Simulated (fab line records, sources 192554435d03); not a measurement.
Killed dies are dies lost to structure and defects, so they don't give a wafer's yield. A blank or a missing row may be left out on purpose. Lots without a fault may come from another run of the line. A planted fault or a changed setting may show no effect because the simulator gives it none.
One fault seen from 2 desks | flow n5_finfet | each desk has only its own numbers; what lay behind them comes last

THE METROLOGY DESK
What the gauges read, lot by lot, whatever tool the lot ran on: means of the sampled wafers that have a number. A lot is out of limits, marked OUT, if its mean lies more than 4 standard deviations from the usual mean; the brackets give that distance. Of its 10 readings 7 are shown: those that lie furthest out on some lot.
Columns: A = DIBL_N at N5_BEOL_M4_RC_MEAS_101, usual 35.7 mV/V; B = DIBL_P at N5_BEOL_M4_RC_MEAS_101, usual 35.4 mV/V; C = IOFF_N at N5_BEOL_M4_RC_MEAS_101, usual 0.152 nA/um; D = ION_P at N5_BEOL_M4_RC_MEAS_101, usual 461 uA/um; E = SS_N at N5_BEOL_M4_RC_MEAS_101, usual 71.4 mV/dec; F = VT_N at N5_BEOL_M4_RC_MEAS_101, usual 251 mV; G = VT_P at N5_BEOL_M4_RC_MEAS_101, usual -251 mV
lot  | first seen here | A    | B    | C     | D   | E    | F   | G
L599 | day 7 18:53     | 35.6 | 37.9 | 0.179 | 472 | 71.2 | 246 | -246
L609 | day 10 11:11    | 35.5 | 35.7 | 0.142 | 469 | 71.5 | 252 | -248
L613 | day 11 20:44    | 36.5 | 36.3 | 0.164 | 459 | 72.3 | 250 | -250
L615 | day 11 21:58    | 36.0 | 35.6 | 0.146 | 456 | 71.3 | 252 | -251
L618 | day 12 11:35    | 35.9 | 35.3 | 0.152 | 466 | 71.1 | 250 | -250
L620 | day 12 21:54    | 35.4 | 35.1 | 0.139 | 465 | 70.9 | 251 | -253
L622 | day 14 06:38    | 32.8 | 31.6 | 0.101 | 462 | 70.5 | 257 | -252
This desk's finding: nothing out of limits on any of the 7 lots.

THE TOOL OWNER'S DESK: rie_diel-03
The tool's own readings at N5_BEOL_M1_ETCH_41 (etches SiCN in CH3F/O2, target depth 31.9 nm, time 57.8 s): means of the sampled wafers that have a number, for each lot that ran on this tool. A lot is out of limits, marked OUT, if its mean lies more than 4 standard deviations from the usual mean; the brackets give that distance.
Columns: A = drypump_motor_current_A at N5_BEOL_M1_ETCH_41, usual 5.8 A; B = oes_product_au at N5_BEOL_M1_ETCH_41, usual 0.76 a.u.; C = rf_vpp_V at N5_BEOL_M1_ETCH_41, usual 296.7 V; D = showerhead_plenum_p_Torr at N5_BEOL_M1_ETCH_41, usual 1.97 Torr; E = throttle_valve_pct at N5_BEOL_M1_ETCH_41, usual 16.34 %
lot  | first seen here | A   | B    | C     | D    | E
L609 | day 8 22:41     | 6.2 | 0.75 | 295.9 | 1.92 | 16.37
L613 | day 9 23:52     | 6.2 | 0.68 | 295.9 | 1.92 | 16.39
L615 | day 10 06:11    | 5.5 | 0.79 | 296.7 | 1.98 | 16.19
L618 | day 10 23:49    | 5.5 | 0.77 | 296.7 | 1.98 | 16.19
This desk's finding: nothing out of limits on any of the 4 lots.

PUT TOGETHER
The metrology desk saw nothing out of limits.
The tool owner's desk saw nothing out of limits.

WHAT THE SIMULATOR HAD PUT IN
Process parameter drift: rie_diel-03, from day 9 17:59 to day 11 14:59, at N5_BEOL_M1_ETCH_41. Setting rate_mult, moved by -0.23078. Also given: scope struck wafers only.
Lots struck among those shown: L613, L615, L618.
